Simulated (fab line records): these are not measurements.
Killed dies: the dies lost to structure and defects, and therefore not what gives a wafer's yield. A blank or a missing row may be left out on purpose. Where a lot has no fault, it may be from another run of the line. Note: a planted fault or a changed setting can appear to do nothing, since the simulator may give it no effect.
Chamber matching :: flow n5Finfet :: N5_FIN_SAQP_ETCH_65 on rieSi-03 has 4 sister chambers
The step etches SiO2 in CF4, target depth 4 nm, time 4.4 s. 27 wafers are shown with their chamber, then 12 later ones without.

== WAFERS, EACH WITH ITS CHAMBER ==
wafer: L074.2
chamber: 3
drypumpMotorCurrentA (A): 5.09
oesProductAu (a.u.): 0.965
rfFwdPowerW (W): 790

wafer: L074.3
chamber: 0
drypumpMotorCurrentA (A): 5.96
oesProductAu (a.u.): 0.970
rfFwdPowerW (W): 794

wafer: L074.6
chamber: 3
drypumpMotorCurrentA (A): 5.08
oesProductAu (a.u.): 0.968
rfFwdPowerW (W): 792

wafer: L075.1
chamber: 1
drypumpMotorCurrentA (A): 5.14
oesProductAu (a.u.): 1.004
rfFwdPowerW (W): 785

wafer: L075.3
chamber: 2
drypumpMotorCurrentA (A): 5.57
oesProductAu (a.u.): 0.987
rfFwdPowerW (W): 786

wafer: L075.5
chamber: 1
drypumpMotorCurrentA (A): 5.15
oesProductAu (a.u.): 0.993
rfFwdPowerW (W): 785

wafer: L076.2
chamber: 1
drypumpMotorCurrentA (A): 5.16
oesProductAu (a.u.): 1.004
rfFwdPowerW (W): 789

wafer: L076.3
chamber: 3
drypumpMotorCurrentA (A): 5.12
oesProductAu (a.u.): 0.971
rfFwdPowerW (W): 791

wafer: L076.5
chamber: 0
drypumpMotorCurrentA (A): 5.96
oesProductAu (a.u.): 0.976
rfFwdPowerW (W): 792

wafer: L077.3
chamber: 0
drypumpMotorCurrentA (A): 5.97
oesProductAu (a.u.): 0.978
rfFwdPowerW (W): 796

wafer: L077.5
chamber: 3
drypumpMotorCurrentA (A): 5.14
oesProductAu (a.u.): 0.974
rfFwdPowerW (W): 789

wafer: L077.6
chamber: 0
drypumpMotorCurrentA (A): 5.96
oesProductAu (a.u.): 0.981
rfFwdPowerW (W): 793

wafer: L078.2
chamber: 1
drypumpMotorCurrentA (A): 5.16
oesProductAu (a.u.): 0.997
rfFwdPowerW (W): 782

wafer: L078.4
chamber: 2
drypumpMotorCurrentA (A): 5.59
oesProductAu (a.u.): 0.999
rfFwdPowerW (W): 787

wafer: L078.6
chamber: 3
drypumpMotorCurrentA (A): 5.10
oesProductAu (a.u.): 0.962
rfFwdPowerW (W): 792

wafer: L080.1
chamber: 3
drypumpMotorCurrentA (A): 5.11
oesProductAu (a.u.): 0.974
rfFwdPowerW (W): 794

wafer: L080.3
chamber: 1
drypumpMotorCurrentA (A): 5.16
oesProductAu (a.u.): 1.002
rfFwdPowerW (W): 784

wafer: L080.5
chamber: 2
drypumpMotorCurrentA (A): 5.55
oesProductAu (a.u.): 0.988
rfFwdPowerW (W): 788

wafer: L085.2
chamber: 0
drypumpMotorCurrentA (A): 5.97
oesProductAu (a.u.): 0.975
rfFwdPowerW (W): 799

wafer: L085.3
chamber: 2
drypumpMotorCurrentA (A): 5.57
oesProductAu (a.u.): 0.981
rfFwdPowerW (W): 787

wafer: L085.5
chamber: 0
drypumpMotorCurrentA (A): 5.97
oesProductAu (a.u.): 0.974
rfFwdPowerW (W): 796

wafer: L087.1
chamber: 0
drypumpMotorCurrentA (A): 5.95
oesProductAu (a.u.): 0.976
rfFwdPowerW (W): 796

wafer: L087.4
chamber: 2
drypumpMotorCurrentA (A): 5.54
oesProductAu (a.u.): 0.985
rfFwdPowerW (W): 789

wafer: L087.5
chamber: 2
drypumpMotorCurrentA (A): 5.55
oesProductAu (a.u.): 0.991
rfFwdPowerW (W): 790

wafer: L090.1
chamber: 2
drypumpMotorCurrentA (A): 5.48
oesProductAu (a.u.): 0.987
rfFwdPowerW (W): 787

wafer: L090.2
chamber: 0
drypumpMotorCurrentA (A): 5.98
oesProductAu (a.u.): 0.977
rfFwdPowerW (W): 793

wafer: L090.6
chamber: 2
drypumpMotorCurrentA (A): 5.52
oesProductAu (a.u.): 0.981
rfFwdPowerW (W): 790

SIGNATURES (averages over the wafers above)
reading: drypumpMotorCurrentA
chamber 0: 5.9650
chamber 1: 5.1540
chamber 2: 5.5462
chamber 3: 5.1067
scatter within a chamber: 0.0223

reading: oesProductAu
chamber 0: 0.97587
chamber 1: 1.00000
chamber 2: 0.98738
chamber 3: 0.96900
scatter within a chamber: 0.00476

reading: rfFwdPowerW
chamber 0: 794.88
chamber 1: 785.00
chamber 2: 788.00
chamber 3: 791.33
scatter within a chamber: 2.02
Rule: distance of a wafer from a chamber = root of the sum over the readings of ((wafer's reading minus chamber's mean) / reading's scatter) squared. If the next closest chamber is less than 2 further off than the closest, the wafer can't be placed; otherwise it belongs to the closest. The scatter is the square root of a quotient: the sum, over the shown wafers, of each reading's squared deviation from its chamber's mean, divided by wafers minus chambers.

== WAFERS WITHOUT THEIR CHAMBER ==
wafer: L091.1
drypumpMotorCurrentA (A): 5.17
oesProductAu (a.u.): 0.992
rfFwdPowerW (W): 790

wafer: L091.3
drypumpMotorCurrentA (A): 5.08
oesProductAu (a.u.): 0.976
rfFwdPowerW (W): 795

wafer: L091.5
drypumpMotorCurrentA (A): 5.10
oesProductAu (a.u.): 0.981
rfFwdPowerW (W): 789

wafer: L092.1
drypumpMotorCurrentA (A): 5.12
oesProductAu (a.u.): 0.993
rfFwdPowerW (W): 784

wafer: L092.2
drypumpMotorCurrentA (A): 5.12
oesProductAu (a.u.): 0.976
rfFwdPowerW (W): 792

wafer: L092.6
drypumpMotorCurrentA (A): 5.53
oesProductAu (a.u.): 0.991
rfFwdPowerW (W): 786

wafer: L094.1
drypumpMotorCurrentA (A): 5.18
oesProductAu (a.u.): 0.987
rfFwdPowerW (W): 788

wafer: L094.5
drypumpMotorCurrentA (A): 5.97
oesProductAu (a.u.): 0.958
rfFwdPowerW (W): 790

wafer: L094.6
drypumpMotorCurrentA (A): 5.15
oesProductAu (a.u.): 0.990
rfFwdPowerW (W): 787

wafer: L097.1
drypumpMotorCurrentA (A): 5.18
oesProductAu (a.u.): 1.000
rfFwdPowerW (W): 787

wafer: L097.3
drypumpMotorCurrentA (A): 5.16
oesProductAu (a.u.): 0.965
rfFwdPowerW (W): 793

wafer: L097.5
drypumpMotorCurrentA (A): 5.97
oesProductAu (a.u.): 0.974
rfFwdPowerW (W): 793

== EACH ONE'S CHAMBER ==
wafer: L091.1
from the rows above: 1
in truth: 1

wafer: L091.3
from the rows above: 3
in truth: 3

wafer: L091.5
from the rows above: 3
in truth: 3

wafer: L092.1
from the rows above: 1
in truth: 1

wafer: L092.2
from the rows above: 3
in truth: 3

wafer: L092.6
from the rows above: 2
in truth: 2

wafer: L094.1
from the rows above: can't be placed: 1 or 3
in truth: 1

wafer: L094.5
from the rows above: 0
in truth: 0

wafer: L094.6
from the rows above: 1
in truth: 1

wafer: L097.1
from the rows above: 1
in truth: 1

wafer: L097.3
from the rows above: 3
in truth: 3

wafer: L097.5
from the rows above: 0
in truth: 0
11 of 12 placed correctly. Can't be placed from these rows: 1 (the true chamber is among the candidates in 1). Placed wrongly: 0.
